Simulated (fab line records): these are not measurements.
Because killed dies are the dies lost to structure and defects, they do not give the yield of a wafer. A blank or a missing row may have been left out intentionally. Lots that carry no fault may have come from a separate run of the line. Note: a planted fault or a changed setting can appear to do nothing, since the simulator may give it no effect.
Chamber matching    flow nand harc    NHARC_P_CONTACT_CMP_01 on cmp-01: 4 sister chambers
The step polishes SiO2, target thk 200 nm. 14 wafers are shown with their chamber, then 7 later ones without.

WAFERS WITH THEIR CHAMBER
wafer   chamber  motor current A (A)
L609.4  1        11.3
L609.5  2        10.5
L609.6  1        11.1
L612.1  2        11.2
L612.4  3        12.3
L612.6  0        11.9
L613.1  3        12.1
L613.3  2        11.2
L613.5  1        11.2
L616.3  0        12.0
L616.5  1        11.4
L616.6  2        11.2
L615.2  1        10.7
L615.3  2        10.6

SIGNATURES, as means of the wafers listed above
reading          chamber 0  chamber 1  chamber 2  chamber 3  scatter within a chamber
motor current A  11.950     11.140     10.940     12.200     0.288
Rule: a wafer lies at a distance from a chamber equal to the root of the sum of squares, over the readings, of (its reading less the chamber's mean, divided by the reading's scatter). If the next closest chamber is less than 2 further off than the closest, the wafer can't be placed; otherwise it belongs to the closest. How the scatter is found: for the shown wafers, subtract from each reading the mean of its chamber, square and add these, divide the total by (wafers less chambers), then take the root.

WAFERS MISSING THEIR CHAMBER
wafer   motor current A (A)
L615.5  13.1
L624.1  11.3
L624.4  11.9
L624.5  12.2
L625.1  11.8
L625.5  11.7
L625.6  11.2

THE CHAMBER EACH PASSED THROUGH
wafer   from the rows above                in truth
L615.5  can't be placed: 3 or 0            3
L624.1  can't be placed: 1 or 2 or 0       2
L624.4  can't be placed: 0 or 3            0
L624.5  can't be placed: 3 or 0            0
L625.1  can't be placed: 0 or 3 or 1       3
L625.5  can't be placed: 0 or 3 or 1 or 2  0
L625.6  can't be placed: 1 or 2            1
Correctly placed: 0 of 7. These rows do not allow placing 7 (true chamber among the candidates in 7). 0 placed wrongly.
